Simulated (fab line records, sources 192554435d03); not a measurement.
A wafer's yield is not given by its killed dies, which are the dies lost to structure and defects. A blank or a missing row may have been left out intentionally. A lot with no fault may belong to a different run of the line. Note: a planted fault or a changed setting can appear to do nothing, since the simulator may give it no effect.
Matching of chambers    flow n5_finfet    4 sister chambers for N5_SDB_DESCUM_16 on rie_diel-04
The step chemistry O2, time 7.9 s. 16 wafers are shown with their chamber, then 8 later ones without.

WAFERS PAIRED WITH THEIR CHAMBERS
wafer   chamber  drypump_motor_current_A (A)  showerhead_plenum_p_Torr (Torr)  throttle_valve_pct (%)
L078.1  2        5.8                          2.13                             20.52
L078.3  0        4.7                          2.12                             20.08
L078.6  1        5.9                          2.17                             20.11
L081.1  0        4.7                          2.11                             20.12
L081.2  3        5.7                          2.01                             20.55
L081.3  2        5.8                          2.13                             20.54
L081.4  0        4.7                          2.11                             20.12
L081.5  3        5.8                          2.01                             20.53
L081.6  2        5.8                          2.13                             20.54
L082.1  3        5.8                          2.01                             20.55
L082.2  0        4.7                          2.11                             20.10
L082.5  1        5.9                          2.17                             20.11
L085.3  2        5.8                          2.13                             20.54
L085.4  1        5.9                          2.17                             20.10
L085.5  3        5.7                          2.01                             20.55
L087.1  1        5.9                          2.16                             20.12

SIGNATURES (averages over the wafers above)
reading                   chamber 0  chamber 1  chamber 2  chamber 3  scatter within a chamber
drypump_motor_current_A   4.700      5.900      5.800      5.750      0.0289
showerhead_plenum_p_Torr  2.1125     2.1675     2.1300     2.0100     0.00354
throttle_valve_pct        20.1050    20.1100    20.5350    20.5450    0.0126
Rule: for each reading, subtract the chamber's mean from the wafer's reading, divide by that reading's scatter and square the result; add these up over the readings and take the root, which gives the wafer's distance from the chamber. If the next closest chamber is less than 2 further off than the closest, the wafer can't be placed; otherwise it belongs to the closest. The scatter: the root of (the sum of the squares of (reading less its chamber's mean) over the shown wafers, divided by (wafers less chambers)).

WAFERS MISSING THEIR CHAMBER
wafer   drypump_motor_current_A (A)  showerhead_plenum_p_Torr (Torr)  throttle_valve_pct (%)
L087.2  4.7                          2.11                             20.13
L087.3  5.8                          2.00                             20.58
L087.4  4.8                          2.11                             20.15
L087.5  5.9                          2.16                             20.13
L087.6  5.8                          2.00                             20.56
L094.2  5.9                          2.16                             20.14
L094.3  5.8                          2.12                             20.57
L094.6  5.7                          2.00                             20.59

WHICH CHAMBER EACH ONE RAN IN
wafer   from the rows above  in truth
L087.2  0                    0
L087.3  3                    3
L087.4  0                    0
L087.5  1                    1
L087.6  3                    3
L094.2  1                    1
L094.3  2                    2
L094.6  3                    3
Placed correctly: 8 of 8. Not placeable from these rows: 0. Number placed wrongly: 0.
